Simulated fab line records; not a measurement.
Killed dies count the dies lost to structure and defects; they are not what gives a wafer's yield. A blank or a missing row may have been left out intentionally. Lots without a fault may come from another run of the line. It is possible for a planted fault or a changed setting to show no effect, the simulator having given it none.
One fault through the eyes of 2 desks + flow n5 finfet + only its own numbers are on each desk; what lay behind them is given at the end

== THE METROLOGY DESK ==
Means of the sampled wafers that have a number, per lot and without regard to the tool the lot ran on: this is what the gauges read. Marked OUT: a lot whose mean sits more than 4 standard deviations from the usual mean, which makes it out of limits; the brackets give that distance. Of its 13 readings 7 are shown: the one that was out of limits first, and those that lie furthest out on some lot.
Columns: A = DIBL_P at N5_BEOL_M4_RC_MEAS_101, usual 38 mV/V; B = IOFF_N at N5_BEOL_M4_RC_MEAS_101, usual 0.17 nA/um; C = IOFF_P at N5_BEOL_M4_RC_MEAS_101, usual 0.24 nA/um; D = ION_P at N5_BEOL_M4_RC_MEAS_101, usual 461 uA/um; E = SS_P at N5_BEOL_M4_RC_MEAS_101, usual 73.6 mV/dec; F = VT_P at N5_BEOL_M4_RC_MEAS_101, usual -249 mV; G = trench depth nm at N5_BEOL_M9_OCD_MEAS_38, usual 151 nm
| lot  | first seen here | A  | B    | C    | D   | E    | F    | G              |
|------|-----------------|----|------|------|-----|------|------|----------------|
| L259 | day 8 07:10     | 37 | 0.15 | 0.20 | 455 | 73.6 | -253 | 150            |
| L260 | day 8 10:58     | 39 | 0.18 | 0.25 | 465 | 73.5 | -248 | 149            |
| L263 | day 9 11:36     | 38 | 0.16 | 0.24 | 464 | 73.6 | -246 | 152            |
| L265 | day 9 22:03     | 34 | 0.11 | 0.16 | 452 | 72.6 | -254 | 153            |
| L271 | day 11 13:14    | 38 | 0.19 | 0.35 | 479 | 73.6 | -241 | 149            |
| L273 | day 12 05:06    | 38 | 0.15 | 0.21 | 457 | 73.4 | -251 | 50 (-26) OUT   |
| L274 | day 12 09:56    | 44 | 0.25 | 0.37 | 474 | 75.3 | -239 | 121 (-7.9) OUT |
| L281 | day 14 03:52    | 36 | 0.15 | 0.23 | 457 | 72.6 | -249 | 154            |
This desk's finding: out of limits on L273, L274; first on L273, day 13 20:52 (trench depth nm at N5_BEOL_M9_OCD_MEAS_38). L259, L260, L263, L265, L271, L281: within limits.

== AT THE TOOL OWNER'S DESK: pvd sputter-03 ==
The tool's own readings at N5_BEOL_M9_HM_DEP_02 (deposits TiN, target thk 20 nm): means of the sampled wafers that have a number, for each lot that ran on this tool. Marked OUT: a lot whose mean sits more than 4 standard deviations from the usual mean, which makes it out of limits; the brackets give that distance.
Columns: A = throttle valve pct at N5_BEOL_M9_HM_DEP_02, usual 29.8 %
| lot  | first seen here | A    |
|------|-----------------|------|
| L259 | day 10 00:13    | 30.6 |
| L263 | day 11 09:38    | 30.5 |
| L265 | day 11 21:20    | 30.7 |
| L271 | day 13 05:02    | 30.5 |
| L273 | day 13 18:59    | 30.6 |
| L274 | day 14 02:22    | 30.7 |
This desk's finding: nothing out of limits on any of the 6 lots.

== BROUGHT TOGETHER ==
On L273, L274, the metrology desk was in a position to raise an alarm at day 13 20:52.
The tool owner's desk saw nothing out of limits.
On record at the tool owner's desk: L273, L274, within its limits.
The lots listed all ran N5_BEOL_M9_HM_DEP_02 on pvd sputter-03.

== WHAT THE SIMULATOR PUT IN ==
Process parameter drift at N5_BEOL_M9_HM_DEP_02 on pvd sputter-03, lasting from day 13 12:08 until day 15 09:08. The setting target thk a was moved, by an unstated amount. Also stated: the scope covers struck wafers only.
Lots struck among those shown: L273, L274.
Delay in hours, fault start to first out-of-limits reading, per desk: metrology desk 9.
